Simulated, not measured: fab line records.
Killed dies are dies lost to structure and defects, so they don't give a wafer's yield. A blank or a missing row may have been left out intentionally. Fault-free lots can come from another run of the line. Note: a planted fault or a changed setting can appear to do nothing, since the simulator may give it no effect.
What tool caused it?    flow nand_harc    Sampling: 12 lots, 36 wafers, 8 of 1302 route steps

WHAT EACH GAUGE READ, for each wafer
NHARC_P_ZERO_WELL_CD_MEAS_37: target cd 720 nm. Usual: 719.6 nm for cd_nm, sd 1.7.
lot   measured      on         cd_nm (nm)         flag
L217  day 2 00:07   cd_sem-01  717.9 714.9 718.2  
L219  day 2 20:10   cd_sem-01  718.5 720.7 720.6  
L220  day 3 06:07   cd_sem-02  719.9 718.8 719.0  
L221  day 3 16:22   cd_sem-02  720.5 718.6 723.0  
L222  day 4 01:56   cd_sem-01  719.1 720.0 717.9  
L229  day 7 00:13   cd_sem-01  719.7 722.1 719.2  
L230  day 7 10:19   cd_sem-03  720.9 718.4 719.2  
L232  day 8 06:08   cd_sem-03  720.9 718.5 720.7  
L234  day 9 02:08   cd_sem-01  717.7 716.8 718.1  
L235  day 9 11:50   cd_sem-02  721.6 719.1 720.1  
L237  day 10 09:53  cd_sem-03  721.6 721.3 720.5  
L240  day 11 14:08  cd_sem-02  722.3 718.2 720.7  

NHARC_P_STI_CD_MEAS_09: target cd 200 nm. Usual: 199.9 nm for cd_nm, sd 2.5.
lot   measured      on         cd_nm (nm)         flag
L217  day 2 22:07   cd_sem-03  201.1 201.4 203.7  
L219  day 3 18:59   cd_sem-03  202.8 202.5 202.0  
L220  day 4 01:36   cd_sem-02  199.9 201.6 201.1  
L221  day 4 11:11   cd_sem-01  197.6 197.7 196.2  
L222  day 4 20:22   cd_sem-01  201.9 200.9 201.4  
L229  day 7 18:45   cd_sem-01  199.0 198.7 203.6  
L230  day 8 05:29   cd_sem-03  201.4 199.9 198.6  
L232  day 9 03:32   cd_sem-02  202.1 200.5 203.4  
L234  day 9 21:02   cd_sem-01  198.1 199.3 199.8  
L235  day 10 09:14  cd_sem-03  198.0 200.7 200.3  
L237  day 11 05:29  cd_sem-01  195.8 198.8 196.5  
L240  day 12 16:25  cd_sem-01  196.6 199.5 198.5  

NHARC_P_STI_CD_MEAS_16. Usual: 199.3 nm for cd_nm, sd 2.8.
lot   measured      on         cd_nm (nm)         flag
L217  day 2 22:49   cd_sem-01  200.6 200.3 203.4  
L219  day 3 19:41   cd_sem-02  203.2 200.8 200.4  
L220  day 4 02:18   cd_sem-02  200.8 201.6 200.8  
L221  day 4 11:53   cd_sem-02  198.7 197.4 195.8  
L222  day 4 21:03   cd_sem-01  201.3 200.7 200.7  
L229  day 7 19:27   cd_sem-02  197.2 198.6 202.8  
L230  day 8 06:13   cd_sem-02  201.6 200.8 198.1  
L232  day 9 04:14   cd_sem-01  203.6 199.1 204.8  
L234  day 9 21:44   cd_sem-02  196.1 198.6 198.1  
L235  day 10 09:56  cd_sem-02  197.1 201.1 200.6  
L237  day 11 06:11  cd_sem-02  194.0 197.4 193.8  
L240  day 12 17:07  cd_sem-02  197.3 201.1 199.6  

NHARC_P_STI_INSPECT_25. Usual: 213 for raw_defect_count, sd 84.
lot   measured      on                 raw_defect_count  flag
L217  day 4 03:28   defect_inspect-02  247 172 214       
L219  day 5 03:11   defect_inspect-01  218 236 141       
L220  day 5 09:55   defect_inspect-01  936 197 168       
L221  day 5 14:50   defect_inspect-02  851 107 99        
L222  day 6 00:45   defect_inspect-01  903 274 160       
L229  day 8 22:05   defect_inspect-01  200 304 234       
L230  day 9 11:52   defect_inspect-02  267 251 380       
L232  day 10 05:53  defect_inspect-01  105 194 161       
L234  day 11 05:49  defect_inspect-01  234 136 220       
L235  day 11 10:44  defect_inspect-02  384 308 343       
L237  day 12 11:10  defect_inspect-01  140 190 227       
L240  day 14 02:58  defect_inspect-02  174 108 239       

NHARC_P_GATE_INSPECT_28. Usual: 5.9 for raw_defect_count, sd 2.8.
lot   measured      on                 raw_defect_count  flag
L217  day 5 01:48   defect_inspect-01  5 3 5             
L219  day 6 03:41   defect_inspect-02  10 9 5            
L220  day 6 08:23   defect_inspect-01  763 4 4           OFF
L221  day 6 14:09   defect_inspect-02  734 6 10          OFF
L222  day 7 05:01   defect_inspect-01  718 2 2           OFF
L229  day 9 23:31   defect_inspect-02  8 4 3             
L230  day 10 10:40  defect_inspect-01  5 3 3             
L232  day 11 06:14  defect_inspect-01  7 6 2             
L234  day 12 07:55  defect_inspect-01  9 6 7             
L235  day 12 14:09  defect_inspect-01  8 6 5             
L237  day 13 09:52  defect_inspect-02  7 8 13            
L240  day 15 01:15  defect_inspect-02  2 5 2             

NHARC_P_GATE_INSPECT_68. Usual: 200 for raw_defect_count, sd 76.
lot   measured      on                 raw_defect_count  flag
L217  day 5 20:15   defect_inspect-01  181 144 175       
L219  day 7 00:10   defect_inspect-02  176 266 117       
L220  day 7 02:50   defect_inspect-02  954 194 145       OFF
L221  day 7 08:39   defect_inspect-02  830 120 101       
L222  day 7 23:30   defect_inspect-01  874 203 115       
L229  day 10 17:56  defect_inspect-02  228 355 290       
L230  day 11 05:05  defect_inspect-01  202 219 308       
L232  day 12 00:38  defect_inspect-01  102 193 171       
L234  day 13 02:05  defect_inspect-01  262 150 212       
L235  day 13 11:28  defect_inspect-02  394 256 276       
L237  day 14 04:13  defect_inspect-01  136 201 211       
L240  day 15 19:31  defect_inspect-02  163 97 232        

NHARC_END_SORT_01. Usual: killed_at_array 54, standard deviation 17; killed_at_other 1.0, standard deviation 1.4; killed_at_periphery 3.6, standard deviation 2.1; killed_dies 58, standard deviation 17; killed_open 3.2, standard deviation 2; killed_short 2.5, standard deviation 1.5.
lot   measured      on         killed_at_array  killed_at_other  killed_at_periphery  killed_dies  killed_open  killed_short  flag
L220  day 25 02:53  prober-01  46 29 45         0 0 0            40 3 7               86 32 52     5 1 2        2 4 2         OFF
L221  day 26 03:07  prober-02  29 51 31         5 4 3            37 5 5               71 60 39     2 5 2        1 2 2         OFF
L222  day 26 17:59  prober-01  37 54 39         1 1 0            33 1 1               71 56 40     0 2 3        3 2 1         OFF
L230  day 30 01:35  prober-02  68               0                0                    68           1            3             

TOOL THAT RAN EACH LOT (tool first, then ch and the chambers of the sampled wafers, then the start)
lot   NHARC_P_STI_STRIP_24
L217  wet_bench-06 ch 1,3,6, day 3 17:53
L219  wet_bench-02 ch 2,4,6, day 4 17:46
L220  wet_bench-06 ch 1,6,7, day 4 23:52
L221  wet_bench-06 ch 1,6,7, day 5 07:12
L222  wet_bench-06 ch 0,4,7, day 5 14:36
L229  wet_bench-06 ch 2,6,7, day 8 13:58
L230  wet_bench-05 ch 3,4,6, day 9 02:55
L232  wet_bench-06 ch 1,2,6, day 10 00:17
L234  wet_bench-02 ch 2,5,6, day 10 20:25
L235  wet_bench-05 ch 1,2,3, day 11 03:11
L237  wet_bench-06 ch 1,5,7, day 12 06:39
L240  wet_bench-06 ch 2,4,6, day 13 13:57
- NHARC_P_STI_STRIP_24: strips Si3N4 in H3PO4.

WHAT THE TOOLS THEMSELVES READ (means of the sampled wafers that have a number; where no wafer has one, the mark that the record gives instead)
NHARC_P_STI_STRIP_24. Usual: 159.98 C for temp_c, sd 0.13.
lot   tool          temp_c (C)  flag
L217  wet_bench-06  159.86      
L219  wet_bench-02  159.98      
L220  wet_bench-06  160.03      
L221  wet_bench-06  160.05      
L222  wet_bench-06  160.05      
L229  wet_bench-06  159.88      
L230  wet_bench-05  159.99      
L232  wet_bench-06  160.05      
L234  wet_bench-02  160.01      
L235  wet_bench-05  160.02      
L237  wet_bench-06  159.94      
L240  wet_bench-06  160.00      

THE ANSWER, worked out from the rows above alone
Rule: take the mean of a lot's wafers that have a number; if it is more than 3 standard deviations from the usual mean, the lot is off. Also off: a lot with no number at a reading for which 4 or more lots have one. Any other lot the step has rows for is counted as sound. First the gauges in route order, then the tools' own readings, where a lot's mean is used as printed above. The first step at which some lot is off is used, and at that step the reading that is off furthest; a lot without a number counts as furthest.
Off: L220, L221, L222, at NHARC_P_GATE_INSPECT_28 (raw_defect_count).
A tool fits if, at a process step before that reading, it ran every lot that is off, and no sound lot after the first of them. The gauges at NHARC_P_GATE_INSPECT_28 aren't tried: what is off there is off at NHARC_END_SORT_01 too, on other tools, and a gauge's error can't cause that. None of those tried fits.

WHAT THE SIMULATOR PUT IN
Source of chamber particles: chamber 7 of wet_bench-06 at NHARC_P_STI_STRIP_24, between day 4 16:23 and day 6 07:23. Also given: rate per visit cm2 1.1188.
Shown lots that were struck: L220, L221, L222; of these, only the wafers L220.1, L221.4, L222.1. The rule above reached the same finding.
